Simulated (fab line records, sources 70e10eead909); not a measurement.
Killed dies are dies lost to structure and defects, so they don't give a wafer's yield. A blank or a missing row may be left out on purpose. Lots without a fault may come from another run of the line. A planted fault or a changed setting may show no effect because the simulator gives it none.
Which tool did it? | flow nand_harc | 6 lots, 18 wafers sampled, at 1 step of a route of 1302

WHAT THE GAUGES READ, wafer by wafer
NHARC_A_ONON_D2_THK_MEAS_14: measures by ellipsometry.
lot  | measured     | on            | thk_nm (nm)
L203 | day 13 10:04 | film_metro-01 | 998 1002 1000
L205 | day 14 11:25 | film_metro-02 | 1003 1002 1002
L210 | day 16 19:49 | film_metro-01 | 1010 1009 1011
L218 | day 19 22:59 | film_metro-01 | 1007 1005 1005
L221 | day 21 19:38 | film_metro-02 | 996 995 995
L222 | day 22 01:38 | film_metro-01 | 1000 1000 1002

WHICH TOOL RAN EACH LOT (tool, then ch and the chambers of the sampled wafers, then the start)
The record holds no process step before these readings.

THE ANSWER, worked out from the rows above alone
Rule: what is usual is taken from the lots themselves. Put in order of their means at a reading, lots are off if they are a third of the lots or fewer, leave a main group of 4 or more, and stand apart from it by a gap of 3 or more times the standard deviation of the main group's means; of several such gaps the widest counts. A main group whose means are all the same, to the digits that the tables above print for the reading, isn't used. A lot without any number at a reading at which 4 lots or more have one is off too. The other lots that the step has rows for count as sound.
No lot is off at any reading shown: from this, nothing can be told.

WHAT THE SIMULATOR HAD PUT IN
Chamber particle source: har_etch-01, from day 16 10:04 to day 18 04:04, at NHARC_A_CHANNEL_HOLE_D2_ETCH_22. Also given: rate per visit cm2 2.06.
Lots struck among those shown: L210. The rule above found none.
